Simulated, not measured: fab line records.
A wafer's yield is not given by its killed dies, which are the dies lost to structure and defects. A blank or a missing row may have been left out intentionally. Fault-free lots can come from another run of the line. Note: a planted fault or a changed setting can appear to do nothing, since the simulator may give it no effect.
Split-lot study :: flow n5_finfet :: route with 1938 steps; 7 lots, 21 wafers read

== THE SPLIT ITSELF ==
At N5_BEOL_M7_TRENCH_ETCH_37 (etches SiCOH lowk in C4F6/O2, target depth 93.478 nm, time 31.2 s), the setting source_w was moved away from the recipe's 345 W on 11 of the 21 wafers read, by -12.3% to +14.2%. The other wafers ran this setting at the recipe's value.

The split's own step is where the reading is taken.

== THE READING ==
rf_vpp_V, in V, at N5_BEOL_M7_TRENCH_ETCH_37 (etches SiCOH lowk in C4F6/O2, target depth 93.478 nm, time 31.2 s). Fault-free wafers of this fab line usually give 664 V, standard deviation 5.7 V.

wafer: L074.3
tool, chamber at the split: rie_diel-01, 0
source_w as run, W: 365.5
against the recipe: +5.9%
rf_vpp_V, V: 648
against lot-mates on the recipe: -19

wafer: L074.4
tool, chamber at the split: rie_diel-01, 2
source_w as run, W: 365.5
against the recipe: +5.9%
rf_vpp_V, V: 641
against lot-mates on the recipe: -26

wafer: L074.6
tool, chamber at the split: rie_diel-01, 0
source_w as run, W: 345
against the recipe: recipe
rf_vpp_V, V: 667
against lot-mates on the recipe: -

wafer: L077.1
tool, chamber at the split: rie_diel-03, 0
source_w as run, W: 394
against the recipe: +14.2%
rf_vpp_V, V: 628
against lot-mates on the recipe: no lot-mate on the recipe

wafer: L077.4
tool, chamber at the split: rie_diel-03, 1
source_w as run, W: 394
against the recipe: +14.2%
rf_vpp_V, V: 628
against lot-mates on the recipe: no lot-mate on the recipe

wafer: L077.5
tool, chamber at the split: rie_diel-03, 0
source_w as run, W: 394
against the recipe: +14.2%
rf_vpp_V, V: 629
against lot-mates on the recipe: no lot-mate on the recipe

wafer: L080.1
tool, chamber at the split: rie_diel-05, 0
source_w as run, W: 370.6
against the recipe: +7.4%
rf_vpp_V, V: 634
against lot-mates on the recipe: -31

wafer: L080.4
tool, chamber at the split: rie_diel-05, 2
source_w as run, W: 345
against the recipe: recipe
rf_vpp_V, V: 657
against lot-mates on the recipe: -

wafer: L080.5
tool, chamber at the split: rie_diel-05, 1
source_w as run, W: 345
against the recipe: recipe
rf_vpp_V, V: 673
against lot-mates on the recipe: -

wafer: L081.1
tool, chamber at the split: rie_diel-01, 3
source_w as run, W: 393.6
against the recipe: +14.1%
rf_vpp_V, V: 620
against lot-mates on the recipe: -48

wafer: L081.2
tool, chamber at the split: rie_diel-01, 0
source_w as run, W: 345
against the recipe: recipe
rf_vpp_V, V: 668
against lot-mates on the recipe: -

wafer: L081.3
tool, chamber at the split: rie_diel-01, 2
source_w as run, W: 393.6
against the recipe: +14.1%
rf_vpp_V, V: 618
against lot-mates on the recipe: -50

wafer: L085.1
tool, chamber at the split: rie_diel-03, 3
source_w as run, W: 345
against the recipe: recipe
rf_vpp_V, V: 660
against lot-mates on the recipe: -

wafer: L085.4
tool, chamber at the split: rie_diel-03, 1
source_w as run, W: 345
against the recipe: recipe
rf_vpp_V, V: 669
against lot-mates on the recipe: -

wafer: L085.6
tool, chamber at the split: rie_diel-03, 0
source_w as run, W: 304.3
against the recipe: -11.8%
rf_vpp_V, V: 716
against lot-mates on the recipe: +52

wafer: L093.2
tool, chamber at the split: rie_diel-03, 3
source_w as run, W: 345
against the recipe: recipe
rf_vpp_V, V: 661
against lot-mates on the recipe: -

wafer: L093.4
tool, chamber at the split: rie_diel-03, 2
source_w as run, W: 345
against the recipe: recipe
rf_vpp_V, V: 660
against lot-mates on the recipe: -

wafer: L093.5
tool, chamber at the split: rie_diel-03, 1
source_w as run, W: 345
against the recipe: recipe
rf_vpp_V, V: 669
against lot-mates on the recipe: -

wafer: L097.1
tool, chamber at the split: rie_diel-05, 1
source_w as run, W: 302.5
against the recipe: -12.3%
rf_vpp_V, V: 718
against lot-mates on the recipe: +60

wafer: L097.2
tool, chamber at the split: rie_diel-05, 2
source_w as run, W: 345
against the recipe: recipe
rf_vpp_V, V: 658
against lot-mates on the recipe: -

wafer: L097.6
tool, chamber at the split: rie_diel-05, 2
source_w as run, W: 302.5
against the recipe: -12.3%
rf_vpp_V, V: 705
against lot-mates on the recipe: +47

THE FIT
A straight line over all 21 wafers: rf_vpp_V changes by -3.3 V for each +1% of source_w; r = -0.97; the points scatter about the line by 6.9 V.
The same after taking each lot's own level away (the mean of its wafers on the recipe; 18 wafers): -3.96 V for each +1%; r = -0.99; scatter 5.3 V.
Per that fit: largest source_w move, reading shift of 56 V.
The span of the lots' own levels, 658.0 to 668.0 V, comes to 1.8 times the standard deviation stated above.
In other words, the slope is changed by the lot-to-lot level; the two fits disagree.
Check: with one of the wafers moved furthest among these (+14.1%) left out of the fit, the line predicts -56.2 V for it against its lot-mates. It came out at -48 V against them.
Tool readings at the split's step, against how far the setting was moved: rf_vpp_V r = -0.97.

== OTHER SPLITS ON THESE WAFERS ==
Note: prior to the reading, these wafers also went through further splits. Each is held against what the fit with the lots' levels taken away leaves over:
other split on the same wafers: N5_BEOL_M4_DESCUM_16 time_s
wafers away from the commonest value: 10
r with rf_vpp_V (lot level and that fit taken away): -0.09

other split on the same wafers: N5_BEOL_M4_DESCUM_33 time_s
wafers away from the commonest value: 7
r with rf_vpp_V (lot level and that fit taken away): +0.06

other split on the same wafers: N5_BEOL_M4_ALD_98 temp_c
wafers away from the commonest value: 8
r with rf_vpp_V (lot level and that fit taken away): +0.13

other split on the same wafers: N5_BEOL_M5_ETCH_68 time_s
wafers away from the commonest value: 11
r with rf_vpp_V (lot level and that fit taken away): -0.01

other split on the same wafers: N5_BEOL_M5_TRENCH_ETCH_37 source_w
wafers away from the commonest value: 5
r with rf_vpp_V (lot level and that fit taken away): +0.13

other split on the same wafers: N5_BEOL_M7_COAT_64 spin_rpm
wafers away from the commonest value: 6
r with rf_vpp_V (lot level and that fit taken away): -0.29

other split on the same wafers: N5_BEOL_M7_COAT_71 spin_rpm
wafers away from the commonest value: 9
r with rf_vpp_V (lot level and that fit taken away): +0.18

other split on the same wafers: N5_BEOL_M7_ETCH_66 time_s
wafers away from the commonest value: 8
r with rf_vpp_V (lot level and that fit taken away): +0.11

== THE FILE'S OWN FIT ==
rf_vpp_V changes by -3.99 V for each +1% of source_w, r = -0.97.
